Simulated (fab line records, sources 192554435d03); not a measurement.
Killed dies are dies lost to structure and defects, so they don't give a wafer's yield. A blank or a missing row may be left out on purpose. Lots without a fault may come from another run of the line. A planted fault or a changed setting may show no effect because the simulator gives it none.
fab line records | flow n5_finfet
record lots=24 wafers=72 last_day=19
route steps=1938 shown GATE_CUT@513 MOL_CONTACT_COAG@532
lots that met no fault: from a run of the same line without faults
start_h: hours from the record's first day to the start of the lot's first wafer shown | wait_h: hours since the lot's step before | " the same as in the row above | L1.1+2: a row that stands for several wafers | - no value, or no start given | * or withheld: withheld | < > ~ a bound
route shown NAME@n: a module of which the file shows steps, and the number in the route of the first | usual: mean/standard deviation of fault-free wafers | same: alike in all rows | chamber/n: place in a boat | sites: the reading at each site | _std_site: their standard deviation | _edge_site: outer sites' mean less inner sites' | radius_mm: how far each site lies from the wafer's centre | mask NAME#n: copy n | behind: the tool/chamber that last shaped the wafer | hold: why the lot was held/for how many hours/how that ended | device: the transistor (n, p or np) that didn't switch | end of line: the same wafers' tests at the end of the route | a step without rows: its recipe alone | killed: dies lost to structure and defects at the first sort, not the wafer's yield | map: a wafer's dies, x killed, . not, _ none there
set.NAME: the setting as run; set.NAME@STEP: as run at that earlier step | model.NAME: the simulator's own value behind a step, which no gauge read
steps of the route over a sample of lots; a table a step, a row a wafer
services: from which hour (start_h, from the record's first day; less than 0 if before it) a tool's chamber was out of use, for how many hours, and why
## steps
# step N5_GATE_CUT_CMP_43
# recipe material=SiO2 post_cmp_clean=rinse_only
# usual motor_current_A=11.9/1.5 slurry_filter_dp_kPa=13.50/0.13
# columns lot.wafer tool chamber start_h wait_h motor_current_A slurry_filter_dp_kPa
L074.3 cmp-04 1 89.55 0.0 12.2 13.61
L074.1 " 2 " " 12.1 13.56
L074.2 " 3 " " 8.9 13.34
L075.1 cmp-04 1 94.89 0.1 12.5 13.70
L075.2 " 3 " " 9.3 13.51
L075.5 " 1 " " 13.1 13.42
L076.2 cmp-01 2 102.41 0.0 13.3 13.40
L076.1 " 1 " " 11.3 13.45
L076.5 " 3 " " 12.6 13.51
L077.1 cmp-02 3 105.96 0.0 13.4 13.47
L077.2 " 0 " " 13.1 13.46
L077.5 " 0 " " 12.9 13.61
L078.1 cmp-02 2 113.62 0.1 12.1 13.42
L078.3 " 3 " " 14.1 13.60
L078.6 " 2 " " 11.5 13.73
L079.3 cmp-04 0 116.41 0.1 9.7 13.46
L079.2 " 1 " " 12.9 13.37
L079.6 " 3 " " 9.3 13.55
L080.1 cmp-04 2 124.84 0.0 12.3 13.61
L080.2 " 0 " " 9.7 13.48
L080.6 " 3 " " 9.3 13.82
L081.2 cmp-04 0 130.97 0.3 9.7 13.63
L081.5 " 1 " " 12.5 13.50
L081.6 " 2 " " 12.6 13.38
L082.1 cmp-02 0 136.98 0.1 13.1 13.70
L082.2 " 1 " " 11.6 13.58
L082.5 " 0 " " 13.0 13.54
L083.1 cmp-02 2 140.82 0.2 12.3 13.45
L083.4 " 3 " " 13.6 13.60
L083.6 " 0 " " 13.0 13.51
L084.4 cmp-01 2 147.77 0.3 13.0 13.51
L084.6 " 3 " " 12.7 13.70
L084.5 " 0 " " 13.0 13.40
L085.4 cmp-02 2 152.63 0.2 12.3 13.37
L085.2 " 3 " " 13.4 13.59
L085.5 " 1 " " 11.1 13.47
L086.2 cmp-04 3 163.04 0.0 9.4 13.76
L086.1 " 1 " " 12.1 13.30
L086.6 " 3 " " 9.7 13.59
L087.4 cmp-04 2 168.77 0.1 12.6 13.60
L087.6 " 1 " " 12.4 13.51
L087.5 " 2 " " 11.7 13.75
L088.1 cmp-02 1 172.58 0.0 11.7 13.52
L088.3 " 0 " " 13.6 13.36
L088.5 " 1 " " 11.7 13.22
L089.1 cmp-04 1 177.52 0.2 12.4 13.32
L089.5 " 3 " " 9.6 13.21
L089.6 " 0 " " 9.8 13.61
L090.1 cmp-01 0 183.16 0.1 12.9 13.33
L090.2 " 2 " " 14.0 13.48
L090.5 " 0 " " 11.7 13.42
L091.2 cmp-02 3 189.07 0.0 13.6 13.37
L091.3 " 0 " " 12.9 13.37
L091.4 " 1 " " 10.9 13.50
L092.1 cmp-04 0 196.89 0.0 9.4 13.46
L092.2 " 3 " " 9.6 13.55
L092.6 " 0 " " 9.2 13.55
L093.3 cmp-01 0 207.70 0.2 12.7 13.48
L093.5 " 2 " " 13.6 13.45
L093.6 " 3 " " 12.8 13.36
L094.1 cmp-01 2 209.05 0.0 12.9 13.52
L094.4 " 0 " " 13.3 13.54
L094.5 " 2 " " 13.5 13.33
L095.2 cmp-02 3 220.22 0.0 13.3 13.33
L095.3 " 2 " " 12.6 13.50
L095.6 " 0 " " 13.4 13.46
L096.2 cmp-02 0 221.31 0.3 13.2 13.42
L096.5 " 1 " " 11.5 13.52
L096.6 " 2 " " 12.0 13.44
L097.1 cmp-04 3 228.27 0.0 8.9 13.66
L097.3 " 0 " " 9.6 13.67
L097.6 " 3 " " 10.0 13.53
# step N5_MOL_CONTACT_COAG_ETCH_106
# recipe chemistry=N2/H2 target=SOC target_depth_a=800 overetch_a=160 mask_material=SiARC temp_c=40 time_s=120 ion_energy_ev=200 pressure_mtorr=30 source_w=840 bias_w=150 n2_flow_sccm=200 h2_flow_sccm=200
# usual drypump_motor_current_A=5.7/0.39 oes_product_au=0.71/0.086 rf_vpp_V=524.8/2.8 showerhead_plenum_p_Torr=2.57/0.098 temp_c=40.01/0.11 throttle_valve_pct=17.84/0.23
# columns lot.wafer tool chamber start_h wait_h drypump_motor_current_A oes_product_au rf_hours_counter_h rf_vpp_V showerhead_plenum_p_Torr temp_c throttle_valve_pct
L074.1 rie_diel-03 0 90.89 0.0 6.2 0.65 161 525.4 2.64 39.85 17.95
L074.2 " 2 " " 5.2 0.63 209 522.4 2.51 39.94 17.96
L074.3 " 1 " " 6.1 0.62 240 522.1 2.52 39.90 17.75
L075.1 rie_diel-03 1 96.22 0.0 6.1 0.62 244 524.1 2.52 39.97 17.76
L075.2 " 2 " " 5.2 0.63 213 524.2 2.50 40.04 17.95
L075.5 " 0 " " 6.2 0.66 - 526.1 2.64 40.03 17.97
L076.1 rie_diel-01 3 103.63 0.0 5.7 0.63 239 520.9 2.41 40.04 18.48
L076.2 " 0 " " 5.2 0.74 71 528.1 2.68 39.88 17.68
L076.5 " 1 " " 6.1 0.84 - 526.4 2.60 40.00 17.56
L077.1 rie_diel-01 3 107.18 0.0 5.7 0.63 240 519.7 2.41 40.07 18.48
L077.2 " 0 " " 5.1 0.74 73 527.3 2.68 39.99 17.68
L077.5 " 1 " " 6.1 0.84 - 527.6 2.60 39.94 17.53
L078.1 rie_diel-03 2 114.92 0.0 5.2 0.63 220 523.5 2.50 39.96 17.95
L078.3 " 1 " " 6.1 0.62 251 522.5 2.52 40.05 17.77
L078.6 " 0 " " 6.2 0.65 - 526.2 2.64 39.88 17.97
L079.2 rie_diel-01 2 117.75 0.0 5.5 0.83 18 525.4 2.60 40.11 17.60
L079.3 " 1 " " 6.1 0.83 14 526.0 2.60 39.87 17.57
L079.6 " 0 " " 5.1 0.73 - 527.4 2.68 39.81 17.71
L080.1 rie_diel-05 3 126.62 0.0 6.1 0.66 192 520.9 2.41 39.75 17.74
L080.2 " 0 " " 6.1 0.63 226 519.2 2.40 40.08 17.78
L080.6 " 0 " " 6.1 0.63 - 519.4 2.40 40.17 17.78
L081.2 rie_diel-01 3 131.99 0.0 5.7 0.62 249 519.7 2.40 40.11 18.48
L081.5 " 3 " " 5.7 0.63 - 520.5 2.40 40.05 18.48
L081.6 " 0 " " 5.2 0.73 - 526.6 2.67 39.87 17.69
L082.1 rie_diel-05 0 138.19 0.0 6.1 0.63 230 519.3 2.40 39.96 17.78
L082.2 " 2 " " 6.1 0.67 165 526.0 2.64 40.14 17.99
L082.5 " 0 " " 6.1 0.63 - 520.8 2.40 40.23 17.79
L083.1 rie_diel-01 0 142.00 0.0 5.2 0.72 84 528.3 2.67 40.13 17.71
L083.4 " 0 " " 5.2 0.73 - 528.3 2.67 40.24 17.71
L083.6 " 2 " " 5.6 0.81 - 527.5 2.60 39.90 17.62
L084.4 rie_diel-01 0 149.53 0.0 5.1 0.72 - 527.8 2.67 39.95 17.71
L084.5 " 2 " " 5.5 0.80 - 526.5 2.60 40.09 17.62
L084.6 " 1 " " 6.1 0.81 - 524.8 2.60 39.88 17.58
L085.2 rie_diel-01 3 154.95 0.0 5.7 0.87 1 529.1 2.72 40.14 18.06
L085.4 " 1 " " 6.1 0.80 30 527.3 2.60 40.21 17.59
L085.5 " 3 " " 5.7 0.87 - 529.4 2.72 40.14 18.04
L086.1 rie_diel-01 1 164.38 0.0 6.1 0.79 34 524.1 2.59 39.96 17.60
L086.2 " 3 " " 5.7 0.85 6 529.8 2.72 39.91 18.06
L086.6 " 0 " " 5.1 0.71 - 527.8 2.67 40.03 17.72
L087.4 rie_diel-03 1 169.94 0.0 6.1 0.60 - 521.8 2.51 39.99 17.81
L087.5 " 0 " " 6.2 0.63 - 526.2 2.63 40.07 18.02
L087.6 " 2 " " 5.2 0.61 - 522.5 2.49 40.02 18.01
L088.1 rie_diel-03 0 173.79 0.0 6.2 0.63 203 526.2 2.63 40.08 18.03
L088.3 " 2 " " 5.2 0.61 251 523.9 2.49 39.89 18.04
L088.5 " 0 " " 6.2 0.62 - 527.2 2.63 39.97 18.03
L089.1 rie_diel-01 2 178.70 0.0 5.5 0.79 43 524.5 2.59 40.03 17.65
L089.5 " 3 " " 5.7 0.84 - 527.6 2.72 40.12 18.07
L089.6 " 2 " " 5.5 0.79 - 526.8 2.59 40.15 17.66
L090.1 rie_diel-05 0 184.58 0.0 6.1 0.62 238 520.5 2.40 40.04 17.79
L090.2 " 2 " " 6.1 0.67 174 526.1 2.64 40.01 17.99
L090.5 " 2 " " 6.1 0.66 - 526.1 2.64 39.94 17.98
L091.2 rie_diel-01 2 190.60 0.0 5.5 0.78 48 523.5 2.59 39.90 17.67
L091.3 " 0 " " 5.2 0.71 105 526.1 2.66 40.03 17.75
L091.4 " 1 " " 6.1 0.77 43 525.6 2.59 40.17 17.61
L092.1 rie_diel-01 2 198.18 0.0 5.5 0.77 50 525.3 2.59 40.24 17.65
L092.2 " 1 " " 6.1 0.78 45 525.5 2.59 39.90 17.61
L092.6 " 0 " " 5.1 0.70 - 527.3 2.66 40.01 17.74
L093.3 rie_diel-03 0 208.76 0.0 6.2 0.62 215 527.1 2.62 39.94 18.04
L093.5 " 1 " " 6.1 0.91 - 523.7 2.50 40.00 17.26
L093.6 " 0 " " 6.2 0.62 - 525.7 2.62 39.93 18.03
L094.1 rie_diel-05 3 210.74 0.0 6.1 0.64 213 520.2 2.40 40.11 17.77
L094.4 " 0 " " 6.1 0.62 247 520.4 2.39 40.00 17.82
L094.5 " 2 " " 6.1 0.66 - 527.0 2.63 39.76 18.00
L095.2 rie_diel-01 0 221.80 0.0 5.2 0.70 115 528.5 2.66 39.90 17.76
L095.3 " 1 " " 6.1 0.76 52 525.9 2.59 39.94 17.63
L095.6 " 1 " " 6.1 0.77 - 524.7 2.59 40.10 17.61
L096.2 rie_diel-05 2 222.42 0.0 6.1 0.65 189 526.0 2.63 40.14 18.03
L096.5 " 1 " " 5.5 0.61 - 521.5 2.48 40.20 17.92
L096.6 " 3 " " 6.2 0.63 - 521.4 2.40 39.99 17.79
L097.1 rie_diel-01 0 229.62 0.0 5.2 0.70 118 527.2 2.66 40.08 17.75
L097.3 " 2 " " 5.5 0.76 60 525.9 2.59 39.97 17.69
L097.6 " 2 " " 5.6 0.77 - 524.1 2.59 39.88 17.67
# step N5_MOL_CONTACT_COAG_ETCH_110
# recipe chemistry=CF4/O2 target=Si target_depth_a=25 time_s=8 pressure_mtorr=100 source_w=200 bias_w=12 ion_energy_ev=60 Ar_flow_sccm=100 cf4_flow_sccm=100 O2_flow_sccm=10
# usual drypump_motor_current_A=5.7/0.39 oes_product_au=0.79/0.1 rf_vpp_V=128.0/2.9 showerhead_plenum_p_Torr=2.25/0.079 throttle_valve_pct=10.8/0.31
# columns lot.wafer tool chamber start_h wait_h drypump_motor_current_A oes_product_au rf_hours_counter_h rf_vpp_V showerhead_plenum_p_Torr throttle_valve_pct
L074.1 rie_diel-03 0 91.09 0.0 6.2 0.72 162 129.9 2.32 10.9
L074.2 " 2 " " 5.2 0.70 210 126.4 2.21 11.1
L074.3 " 1 " " 6.1 0.69 240 126.0 2.21 10.8
L075.1 rie_diel-03 1 96.41 0.0 6.1 0.69 244 125.9 2.21 10.8
L075.2 " 2 " " 5.2 0.70 213 128.5 2.21 11.1
L075.5 " 0 " " 6.2 0.72 - 128.7 2.31 11.0
L076.1 rie_diel-01 3 103.82 0.0 5.7 0.68 239 124.6 2.12 11.5
L076.2 " 0 " " 5.2 0.81 71 129.3 2.34 10.6
L076.5 " 1 " " 6.1 0.96 - 130.3 2.26 10.3
L077.1 rie_diel-01 3 107.37 0.0 5.7 0.69 240 124.5 2.12 11.5
L077.2 " 0 " " 5.2 0.81 73 130.5 2.34 10.6
L077.5 " 1 " " 6.1 0.96 - 131.8 2.26 10.3
L078.1 rie_diel-03 2 115.12 0.0 5.2 0.70 221 126.2 2.21 11.1
L078.3 " 1 " " 6.1 0.69 251 127.3 2.20 10.8
L078.6 " 0 " " 6.2 0.72 - 129.2 2.31 11.0
L079.2 rie_diel-01 2 117.95 0.0 5.5 0.92 18 130.5 2.26 10.4
L079.3 " 1 " " 6.1 0.94 14 131.1 2.26 10.3
L079.6 " 0 " " 5.2 0.80 - 129.2 2.34 10.6
L080.1 rie_diel-05 3 126.81 0.0 6.1 0.73 192 123.5 2.12 10.9
L080.2 " 0 " " 6.1 0.69 226 122.2 2.11 10.8
L080.6 " 0 " " 6.1 0.70 - 124.9 2.11 10.9
L081.2 rie_diel-01 3 132.19 0.0 5.7 0.68 249 123.3 2.12 11.5
L081.5 " 3 " " 5.7 0.69 - 124.7 2.12 11.5
L081.6 " 0 " " 5.1 0.80 - 129.1 2.33 10.6
L082.1 rie_diel-05 0 138.38 0.0 6.1 0.71 230 123.2 2.11 10.9
L082.2 " 2 " " 6.1 0.74 165 130.6 2.30 10.9
L082.5 " 0 " " 6.1 0.70 - 122.8 2.11 10.9
L083.1 rie_diel-01 0 142.19 0.0 5.1 0.79 84 128.5 2.33 10.7
L083.4 " 0 " " 5.1 0.80 - 132.7 2.33 10.6
L083.6 " 2 " " 5.5 0.90 - 129.9 2.26 10.4
L084.4 rie_diel-01 0 149.71 0.0 5.1 0.80 - 130.6 2.33 10.7
L084.5 " 2 " " 5.6 0.89 - 131.5 2.26 10.4
L084.6 " 1 " " 6.1 0.92 - 131.6 2.26 10.3
L085.2 rie_diel-01 3 155.15 0.0 5.7 0.99 1 125.0 2.38 10.8
L085.4 " 1 " " 6.1 0.91 30 131.0 2.26 10.3
L085.5 " 3 " " 5.7 0.98 - 125.5 2.38 10.7
L086.1 rie_diel-01 1 164.57 0.0 6.1 0.91 34 131.9 2.26 10.4
L086.2 " 3 " " 5.7 0.95 6 125.3 2.38 10.8
L086.6 " 0 " " 5.1 0.79 - 128.5 2.33 10.7
L087.4 rie_diel-03 1 170.12 0.0 6.1 0.67 - 126.4 2.19 10.9
L087.5 " 0 " " 6.2 0.69 - 129.1 2.30 11.1
L087.6 " 2 " " 5.2 0.69 - 126.5 2.20 11.2
L088.1 rie_diel-03 0 173.99 0.0 6.2 0.68 203 129.6 2.30 11.1
L088.3 " 2 " " 5.2 0.69 251 126.5 2.20 11.2
L088.5 " 0 " " 6.1 0.70 - 129.1 2.30 11.1
L089.1 rie_diel-01 2 178.90 0.0 5.6 0.88 43 131.1 2.26 10.4
L089.5 " 3 " " 5.6 0.93 - 124.7 2.38 10.8
L089.6 " 2 " " 5.5 0.88 - 131.8 2.26 10.5
L090.1 rie_diel-05 0 184.77 0.0 6.1 0.70 238 122.7 2.11 10.9
L090.2 " 2 " " 6.1 0.73 174 131.6 2.30 11.0
L090.5 " 2 " " 6.1 0.73 - 130.5 2.30 11.0
L091.2 rie_diel-01 2 190.80 0.0 5.6 0.87 48 130.4 2.25 10.5
L091.3 " 0 " " 5.1 0.77 105 130.0 2.33 10.7
L091.4 " 1 " " 6.1 0.89 43 129.7 2.25 10.4
L092.1 rie_diel-01 2 198.37 0.0 5.5 0.86 50 130.5 2.25 10.5
L092.2 " 1 " " 6.1 0.88 46 130.6 2.25 10.4
L092.6 " 0 " " 5.1 0.76 - 130.0 2.33 10.7
L093.3 rie_diel-03 0 208.95 0.0 6.2 0.68 216 128.0 2.30 11.1
L093.5 " 1 " " 6.1 1.01 - 125.9 2.19 10.1
L093.6 " 0 " " 6.2 0.69 - 131.1 2.30 11.1
L094.1 rie_diel-05 3 210.94 0.0 6.1 0.73 213 123.6 2.12 10.9
L094.4 " 0 " " 6.1 0.69 247 123.8 2.11 10.9
L094.5 " 2 " " 6.1 0.73 - 129.0 2.29 11.0
L095.2 rie_diel-01 0 221.99 0.0 5.1 0.78 115 128.0 2.32 10.7
L095.3 " 1 " " 6.1 0.87 52 132.2 2.25 10.4
L095.6 " 1 " " 6.1 0.87 - 130.4 2.25 10.4
L096.2 rie_diel-05 2 222.61 0.0 6.1 0.72 189 128.8 2.29 11.0
L096.5 " 1 " " 5.5 0.65 - 123.8 2.19 11.1
L096.6 " 3 " " 6.1 0.72 - 122.8 2.11 10.9
L097.1 rie_diel-01 0 229.82 0.0 5.1 0.76 118 131.9 2.32 10.7
L097.3 " 2 " " 5.5 0.85 61 129.3 2.25 10.5
L097.6 " 2 " " 5.5 0.85 - 131.8 2.25 10.5
# step N5_MOL_CONTACT_COAG_SPUTTER_143
# recipe material=Co target_thk_a=25 temp_c=25 chamber_pressure_pa=0.2
# usual chamber_pressure_pa=0.1999/0.00041 throttle_valve_pct=30.2/1.3
# columns lot.wafer tool chamber start_h wait_h chamber_pressure_pa throttle_valve_pct
L074.1 pvd_sputter-01 - 92.68 0.0 0.2005 31.1
L074.2 " - " " 0.1997 32.5
L074.3 " - " " 0.1997 30.9
L075.1 pvd_sputter-03 - 98.83 0.0 0.1993 27.5
L075.2 " - " " 0.1996 30.3
L075.5 " - " " 0.1997 30.6
L076.1 pvd_sputter-02 - 106.39 0.0 0.2004 30.5
L076.2 " - " " 0.1997 29.8
L076.5 " - " " 0.2002 30.8
L077.1 pvd_sputter-01 - 110.02 0.0 0.2004 32.5
L077.2 " - " " 0.1998 31.4
L077.5 " - " " 0.1999 30.9
L078.1 pvd_sputter-03 - 117.94 0.0 0.1999 29.3
L078.3 " - " " 0.2004 28.8
L078.6 " - " " 0.1996 27.4
L079.2 pvd_sputter-03 - 120.42 0.0 0.1997 28.9
L079.3 " - " " 0.1993 29.1
L079.6 " - " " 0.1999 30.1
L080.1 pvd_sputter-02 - 129.66 0.0 0.1998 29.8
L080.2 " - " " 0.2007 30.8
L080.6 " - " " 0.1997 29.9
L081.2 pvd_sputter-02 - 137.84 0.0 0.2000 30.0
L081.5 " - " " 0.1999 31.9
L081.6 " - " " 0.2003 30.0
L082.1 pvd_sputter-02 - 140.20 0.0 0.2005 30.4
L082.2 " - " " 0.1998 31.8
L082.5 " - " " 0.2003 29.9
L083.1 pvd_sputter-02 - 144.67 0.0 0.2011 30.8
L083.4 " - " " 0.2000 30.1
L083.6 " - " " 0.2001 30.2
L084.4 pvd_sputter-01 - 151.13 0.0 0.2014 30.9
L084.5 " - " " 0.2000 31.1
L084.6 " - " " 0.1999 30.9
L085.2 pvd_sputter-03 - 156.74 0.0 0.1998 30.4
L085.4 " - " " 0.1998 29.0
L085.5 " - " " 0.1994 28.9
L086.1 pvd_sputter-03 - 174.45 0.0 0.1996 30.4
L086.2 " - " " 0.1995 29.5
L086.6 " - " " 0.1998 29.2
L087.4 pvd_sputter-01 - 176.10 0.0 0.1999 31.0
L087.5 " - " " 0.1996 31.4
L087.6 " - " " 0.2003 32.6
L089.1 pvd_sputter-02 - 183.45 0.0 0.2000 30.1
L089.5 " - " " 0.1998 30.6
L089.6 " - " " 0.1996 32.0
L088.1 pvd_sputter-02 - 183.61 0.0 0.2002 29.9
L088.3 " - " " 0.2003 30.3
L088.5 " - " " 0.2003 31.8
L090.1 pvd_sputter-02 - 186.31 0.0 0.1992 30.4
L090.2 " - " " 0.2001 29.7
L090.5 " - " " 0.1990 31.7
L091.2 pvd_sputter-01 - 194.15 0.0 0.1998 31.0
L091.3 " - " " 0.1995 31.2
L091.4 " - " " 0.1996 32.7
L092.1 pvd_sputter-03 - 201.47 0.0 0.1999 28.8
L092.2 " - " " 0.1994 30.4
L092.6 " - " " 0.2000 29.1
L093.3 pvd_sputter-03 - 212.61 0.0 0.2005 29.3
L093.5 " - " " 0.1997 28.6
L093.6 " - " " 0.1998 30.3
L094.1 pvd_sputter-01 - 213.41 0.0 0.1997 32.5
L094.4 " - " " 0.2005 31.5
L094.5 " - " " 0.1995 32.3
L095.2 pvd_sputter-03 - 224.78 0.0 0.1999 27.4
L095.3 " - " " 0.2001 30.5
L095.6 " - " " 0.2001 30.2
L096.2 pvd_sputter-03 - 225.98 0.0 0.2002 28.8
L096.5 " - " " 0.1994 29.5
L096.6 " - " " 0.2001 29.0
L097.1 pvd_sputter-03 - 232.06 0.0 0.1994 29.0
L097.3 " - " " 0.1995 30.6
L097.6 " - " " 0.1996 27.5
# step N5_MOL_CONTACT_COAG_PRE_CLEAN_142
# recipe gas=H2/He time_s=60 temp_c=300
# usual heater_power_w=467/40
# columns lot.wafer tool chamber start_h wait_h heater_power_w
L074.1 pvd_sputter-02 - 94.82 1.2 456
L074.2 " - " " 428
L074.3 " - " " 494
L075.1 pvd_sputter-03 - 101.91 2.2 537
L075.2 " - " " 487
L075.5 " - " " 540
L076.1 pvd_sputter-01 - 109.54 2.3 438
L076.2 " - " " 459
L076.5 " - " " 427
L077.1 pvd_sputter-03 - 112.00 1.1 427
L077.2 " - " " 522
L077.5 " - " " 441
L078.1 pvd_sputter-01 - 120.35 1.4 440
L078.3 " - " " 465
L078.6 " - " " 453
L079.2 pvd_sputter-01 - 123.62 1.6 445
L079.3 " - " " 455
L079.6 " - " " 426
L080.1 pvd_sputter-03 - 131.79 1.1 544
L080.2 " - " " 427
L080.6 " - " " 429
L081.2 pvd_sputter-03 - 140.12 1.1 490
L081.5 " - " " 482
L081.6 " - " " 433
L082.1 pvd_sputter-01 - 142.70 1.6 442
L082.2 " - " " 440
L082.5 " - " " 451
L083.1 pvd_sputter-03 - 146.96 1.3 534
L083.4 " - " " 571
L083.6 " - " " 419
L084.4 pvd_sputter-01 - 153.31 0.6 447
L084.5 " - " " 458
L084.6 " - " " 417
L085.2 pvd_sputter-01 - 158.51 0.6 453
L085.4 " - " " 446
L085.5 " - " " 447
L086.1 pvd_sputter-03 - 176.69 1.1 488
L086.2 " - " " 551
L086.6 " - " " 478
L087.4 pvd_sputter-03 - 179.33 1.9 482
L087.5 " - " " 438
L087.6 " - " " 520
L089.1 pvd_sputter-01 - 185.36 0.8 443
L089.5 " - " " 449
L089.6 " - " " 416
L088.1 pvd_sputter-03 - 185.38 0.8 518
L088.3 " - " " 478
L088.5 " - " " 451
L090.1 pvd_sputter-01 - 190.31 3.1 471
L090.2 " - " " 447
L090.5 " - " " 461
L091.2 pvd_sputter-02 - 196.69 1.5 446
L091.3 " - " " 446
L091.4 " - " " 436
L092.1 pvd_sputter-03 - 204.69 2.3 432
L092.2 " - " " 566
L092.6 " - " " 426
L093.3 pvd_sputter-02 - 215.81 2.0 444
L093.5 " - " " 444
L093.6 " - " " 431
L094.1 pvd_sputter-03 - 216.03 1.6 481
L094.4 " - " " 446
L094.5 " - " " 487
L095.2 pvd_sputter-01 - 227.41 1.6 426
L095.3 " - " " 456
L095.6 " - " " 443
L096.2 pvd_sputter-01 - 227.91 0.9 447
L096.5 " - " " 429
L096.6 " - " " 444
L097.1 pvd_sputter-01 - 234.91 2.0 442
L097.3 " - " " 453
L097.6 " - " " 452
# step N5_MOL_CONTACT_COAG_CMP_23
# recipe stop_on=SiO2 t_overpolish_s=1.5 post_cmp_clean=cu_alkaline down_force_psi=2 platen_rpm=50.289 pad_velocity_m_s=1.0006 target_thk_nm=0
# usual motor_current_A=7.7/1.1 overpolish_run_s=1.500/0.0093 slurry_filter_dp_kPa=13.51/0.15 time_to_endpoint_s=9.9/2.3
# same t_overpolish_s=1.5
# columns lot.wafer tool chamber start_h wait_h motor_current_A overpolish_run_s slurry_filter_dp_kPa time_to_endpoint_s
L074.3 cmp-03 3 95.16 0.1 9.4 1.507 13.49 10.9
L074.1 " 0 " " 7.3 1.508 13.17 10.9
L074.2 " 2 " " 7.3 1.495 13.64 7.6
L075.1 cmp-04 3 102.15 0.0 6.4 1.487 13.61 8.3
L075.2 " 1 " " 8.6 1.504 13.29 7.4
L075.5 " 0 " " 6.1 1.495 13.66 6.5
L076.2 cmp-03 0 109.78 0.0 6.9 1.492 13.52 10.8
L076.1 " 1 " " 6.2 1.503 13.77 9.9
L076.5 " 1 " " 6.2 1.516 13.29 11.0
L077.2 cmp-03 1 112.28 0.1 6.2 1.496 13.64 11.5
L077.1 " 2 " " 7.2 1.516 13.41 8.9
L077.5 " 1 " " 6.4 1.508 13.54 10.6
L078.1 cmp-01 1 120.62 0.1 8.0 1.494 13.56 6.0
L078.3 " 3 " " 8.8 1.503 13.49 11.7
L078.6 " 1 " " 7.5 1.491 13.51 9.1
L079.2 cmp-03 0 123.86 0.0 7.0 1.496 13.71 9.6
L079.3 " 2 " " 7.7 1.502 13.51 8.8
L079.6 " 0 " " 7.1 1.504 13.32 11.1
L080.1 cmp-01 0 132.04 0.0 8.2 1.510 13.48 7.5
L080.2 " 2 " " 8.8 1.491 13.22 9.4
L080.6 " 1 " " 7.8 1.486 13.46 5.7
L081.2 cmp-03 0 140.64 0.3 7.2 1.505 13.46 11.6
L081.5 " 1 " " 6.0 1.516 13.75 7.2
L081.6 " 2 " " 7.1 1.512 13.49 10.0
L082.1 cmp-01 1 142.94 0.0 7.8 1.495 13.55 8.9
L082.2 " 0 " " 8.9 1.512 13.56 10.6
L082.5 " 2 " " 8.5 1.499 13.59 11.7
L083.1 cmp-04 0 147.23 0.0 6.2 1.512 13.55 7.5
L083.4 " 3 " " 6.3 1.501 13.50 8.2
L083.6 " 0 " " 6.1 1.498 13.45 9.2
L084.4 cmp-01 3 153.58 0.1 8.4 1.491 13.31 13.3
L084.6 " 2 " " 8.6 1.494 13.47 10.8
L084.5 " 3 " " 8.6 1.492 13.43 9.6
L085.4 cmp-03 1 158.78 0.1 6.0 1.493 13.52 4.1
L085.2 " 3 " " 9.4 1.505 13.56 7.8
L085.5 " 1 " " 6.3 1.500 13.44 6.6
L086.1 cmp-04 1 177.00 0.1 8.4 1.499 13.44 8.8
L086.2 " 2 " " 8.1 1.512 13.65 8.5
L086.6 " 0 " " 6.3 1.504 13.50 10.8
L087.4 cmp-03 2 179.64 0.1 8.0 1.511 13.65 7.2
L087.5 " 0 " " 6.6 1.508 13.36 11.4
L087.6 " 1 " " 6.2 1.486 13.64 9.4
L088.1 cmp-03 2 185.62 0.0 7.4 1.493 13.54 10.1
L088.3 " 0 " " 6.8 1.516 13.29 12.1
L088.5 " 2 " " 7.5 1.509 13.51 7.3
L089.1 cmp-01 2 185.64 0.1 8.7 1.492 13.63 9.2
L089.5 " 1 " " 7.7 1.502 13.58 7.9
L089.6 " 2 " " 9.3 1.515 13.58 12.1
L090.1 cmp-01 0 190.55 0.0 8.5 1.488 13.76 11.3
L090.2 " 2 " " 8.7 1.504 13.56 15.0
L090.5 " 0 " " 8.3 1.504 13.76 12.1
L091.2 cmp-03 2 196.97 0.1 7.3 1.496 13.44 7.1
L091.4 " 3 " " 9.2 1.507 13.23 11.8
L091.3 " 0 " " 6.7 1.488 13.24 9.8
L092.1 cmp-01 0 204.93 0.0 8.3 1.488 13.80 12.6
L092.2 " 1 " " 8.2 1.499 13.68 8.3
L092.6 " 1 " " 7.5 1.509 13.49 10.4
L093.3 cmp-04 1 216.09 0.1 8.6 1.499 13.27 9.4
L093.6 " 0 " " 6.1 1.512 13.40 8.2
L093.5 " 1 " " 7.8 1.538 13.42 10.7
L094.1 cmp-03 3 216.28 0.0 9.0 1.494 13.69 10.3
L094.4 " 2 " " 7.5 1.505 13.61 4.0
L094.5 " 3 " " 9.2 1.492 13.22 7.3
L095.3 cmp-01 0 227.65 0.0 9.0 1.495 13.40 14.1
L095.2 " 3 " " 8.6 1.499 13.68 12.8
L095.6 " 0 " " 8.6 1.494 13.46 13.5
L096.2 cmp-03 0 228.26 0.1 7.1 1.501 13.43 12.1
L096.6 " 1 " " 6.2 1.503 13.69 9.8
L096.5 " 2 " " 7.3 1.483 13.67 8.8
L097.3 cmp-04 2 235.22 0.1 7.9 1.510 13.48 13.2
L097.1 " 3 " " 6.6 1.499 13.65 13.5
L097.6 " 1 " " 8.0 1.497 13.61 13.9
## services
# columns tool chamber start_h hours kind
rie_diel-01 1 67.45 - clean
rie_diel-01 1 67.45 - consumable_replace:focus_ring
rie_diel-01 1 67.45 16.1 scheduled_down
rie_diel-01 1 67.45 16.1 vent_cycle
cmp-02 - 73.72 6.8 pm
rie_diel-01 2 79.65 27.8 repair
cmp-04 - 79.88 2.4 repair
cmp-03 - 82.32 1.6 repair
pvd_sputter-03 - 133.80 2.7 repair
rie_diel-01 3 137.47 - clean
rie_diel-01 3 137.47 - consumable_replace:focus_ring
rie_diel-01 3 137.47 - consumable_replace:showerhead
rie_diel-01 3 137.47 16.5 scheduled_down
rie_diel-01 3 137.47 16.5 vent_cycle
cmp-02 - 154.34 1.1 repair
cmp-02 - 163.53 4.0 pm
cmp-03 - 167.46 0.8 repair
rie_diel-05 0 175.21 1.2 repair
cmp-01 - 176.83 2.5 repair
cmp-04 - 178.02 4.0 pm
cmp-04 - 182.02 - consumable_replace:conditioner
cmp-04 - 182.02 - consumable_replace:pad
cmp-01 - 191.02 2.7 repair
rie_diel-01 - 216.73 1.2 repair
## key
fault none
